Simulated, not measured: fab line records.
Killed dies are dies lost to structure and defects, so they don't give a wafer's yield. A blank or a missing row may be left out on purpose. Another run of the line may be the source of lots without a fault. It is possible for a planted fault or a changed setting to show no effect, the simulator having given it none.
Which tool is to blame? | flow nand harc | Sampling: 11 lots, 33 wafers, 5 of 1302 route steps

## WHAT THE GAUGES SHOWED, per wafer
NHARC_P_M2_THK_MEAS_24: measures by xrf.
lot  | measured     | on            | thk nm (nm)
L368 | day 7 00:06  | film metro-01 | 144.5 146.3 145.2
L370 | day 7 14:08  | film metro-01 | 144.2 144.6 146.0
L369 | day 7 15:31  | film metro-01 | 143.6 143.6 144.6
L371 | day 8 16:24  | film metro-02 | 143.5 143.8 142.9
L373 | day 9 02:38  | film metro-02 | 145.7 145.6 145.3
L376 | day 10 02:49 | film metro-01 | 143.3 143.4 143.7
L377 | day 11 01:04 | film metro-01 | 142.8 143.3 143.1
L378 | day 11 04:52 | film metro-02 | 143.6 144.0 147.0
L380 | day 12 21:58 | film metro-01 | 143.7 143.0 142.2
L389 | day 15 13:08 | film metro-02 | 143.1 145.2 144.5
L390 | day 16 00:38 | film metro-02 | 141.9 144.0 143.5

## EACH LOT AND THE TOOL THAT RAN IT (in order: tool; ch and the chambers of the sampled wafers; start)
lot  | NHARC_P_M2_ETCH_28                            | NHARC_P_M2_PVD_20                       | NHARC_P_M2_ECD_22              | NHARC_P_M2_CMP_23
L368 | rie diel-13 ch 0,1, day 6 23:10 or earlier    | pvd sputter-01, day 6 23:10 or earlier  | ecd cu-02 ch 0,1, day 6 23:10  | cmp-02 ch 0,1,2, day 6 23:49
L370 | rie diel-09 ch 2,3, day 7 13:05 or earlier    | pvd sputter-02, day 7 13:05 or earlier  | ecd cu-02 ch 0,1, day 7 13:05  | cmp-02 ch 0,1,3, day 7 13:49
L369 | rie diel-08 ch 1,2,3, day 7 14:29 or earlier  | pvd sputter-03, day 7 14:29 or earlier  | ecd cu-02 ch 0,1, day 7 14:29  | cmp-02 ch 1,2,3, day 7 15:12
L371 | rie diel-09 ch 2,3, day 8 15:25 or earlier    | pvd sputter-01, day 8 15:25 or earlier  | ecd cu-01 ch 0, day 8 15:25    | cmp-02 ch 0,1,3, day 8 16:05
L373 | rie diel-13 ch 1,3, day 9 01:38 or earlier    | pvd sputter-02, day 9 01:38 or earlier  | ecd cu-02 ch 0,1, day 9 01:38  | cmp-04 ch 0,2,3, day 9 02:20
L376 | rie diel-09 ch 2,3, day 10 01:47 or earlier   | pvd sputter-01, day 10 01:47 or earlier | ecd cu-01 ch 0,1, day 10 01:47 | cmp-04 ch 0,1,3, day 10 02:32
L377 | rie diel-09 ch 0,2,3, day 11 00:03 or earlier | pvd sputter-02, day 11 00:03 or earlier | ecd cu-01 ch 0,1, day 11 00:03 | cmp-04 ch 0,1,3, day 11 00:46
L378 | rie diel-09 ch 1,2,3, day 11 03:50 or earlier | pvd sputter-02, day 11 03:50 or earlier | ecd cu-01 ch 0,1, day 11 03:50 | cmp-02 ch 1,2,3, day 11 04:34
L380 | rie diel-09 ch 0,2,3, day 12 20:56 or earlier | pvd sputter-01, day 12 20:56 or earlier | ecd cu-01 ch 0,1, day 12 20:56 | cmp-04 ch 0,1,3, day 12 21:39
L389 | rie diel-09 ch 1,3, day 15 12:08 or earlier   | pvd sputter-03, day 15 12:08 or earlier | ecd cu-02 ch 0, day 15 12:08   | cmp-01 ch 0,2, day 15 12:49
L390 | rie diel-09 ch 1,2, day 15 23:39 or earlier   | pvd sputter-03, day 15 23:39 or earlier | ecd cu-02 ch 0,1, day 15 23:39 | cmp-02 ch 1,2,3, day 16 00:25
- NHARC_P_M2_ETCH_28: etches the open film in CF4/N2, target depth 30 nm, time 72.99 s.
- NHARC_P_M2_PVD_20: deposits TaN, target thk 5 nm, time 8.06 s.
- NHARC_P_M2_ECD_22: material Cu, target thk 400 nm.
- NHARC_P_M2_CMP_23: polishes, t overpolish 20 s, target thk 144.3 nm.

## THE ANSWER, worked out from the rows above alone
Rule: the usual values come from the lots themselves. Put in order of their means at a reading, lots are off if they are a third of the lots or fewer, leave a main group of 4 or more, and stand apart from it by a gap of 3 or more times the standard deviation of the main group's means; of several such gaps the widest counts. If all means in a main group match to the digits the tables above print for the reading, that group is not used. A lot without any number at a reading at which 4 lots or more have one is off too. All remaining lots with rows at the step are treated as sound.
Nothing can be told from this: no lot is off at any reading shown.

## WHAT HAD BEEN PUT IN BY THE SIMULATOR
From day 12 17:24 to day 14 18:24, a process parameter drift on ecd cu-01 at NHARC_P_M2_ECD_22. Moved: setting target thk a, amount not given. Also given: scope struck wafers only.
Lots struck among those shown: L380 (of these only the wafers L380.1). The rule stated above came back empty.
